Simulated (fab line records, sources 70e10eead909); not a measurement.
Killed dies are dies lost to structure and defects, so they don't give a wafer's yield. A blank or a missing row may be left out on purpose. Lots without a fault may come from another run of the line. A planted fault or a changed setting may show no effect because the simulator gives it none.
Chamber matching | flow nand_harc | NHARC_A_STAIRCASE_DEP_325 on pecvd-02: 3 sister chambers
The step deposits SiO2, target thk 3800 nm. 6 wafers are shown with their chamber, then 10 later ones without.

WAFERS WITH THEIR CHAMBER
wafer  | chamber | heater_power_w (W)
L085.4 | 2       | 581
L091.1 | 0       | 646
L091.3 | 2       | 711
L091.5 | 1       | 708
L089.1 | 1       | 862
L089.3 | 0       | 597

WAFERS WITHOUT THEIR CHAMBER
wafer  | heater_power_w (W)
L089.6 | 506
L092.2 | 631
L092.5 | 571
L092.6 | 729
L095.1 | 847
L095.2 | 542
L095.4 | 563
L097.1 | 777
L097.4 | 512
L097.5 | 711

WHICH CHAMBER EACH WENT THROUGH
wafer  | from the rows above          | in truth
L089.6 | can't be placed: 0 or 2 or 1 | 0
L092.2 | can't be placed: 0 or 2 or 1 | 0
L092.5 | can't be placed: 0 or 2 or 1 | 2
L092.6 | can't be placed: 1 or 2 or 0 | 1
L095.1 | can't be placed: 1 or 2 or 0 | 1
L095.2 | can't be placed: 0 or 2 or 1 | 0
L095.4 | can't be placed: 0 or 2 or 1 | 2
L097.1 | can't be placed: 1 or 2 or 0 | 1
L097.4 | can't be placed: 0 or 2 or 1 | 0
L097.5 | can't be placed: 2 or 1 or 0 | 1
Placed correctly: 0 of 10. Can't be placed from these rows: 10 (the true chamber is among the candidates in 10). Placed wrongly: 0.
How it was worked out, from the rows above alone: a wafer's distance from a chamber is the root of the sum, over the readings, of the square of ((its reading less the chamber's mean) divided by the reading's scatter). The wafer belongs to the nearest chamber; if the next one is less than 2 further off, it can't be placed. A chamber's mean is the mean of its shown wafers. The scatter: the root of (the sum of the squares of (reading less its chamber's mean) over the shown wafers, divided by (wafers less chambers)).
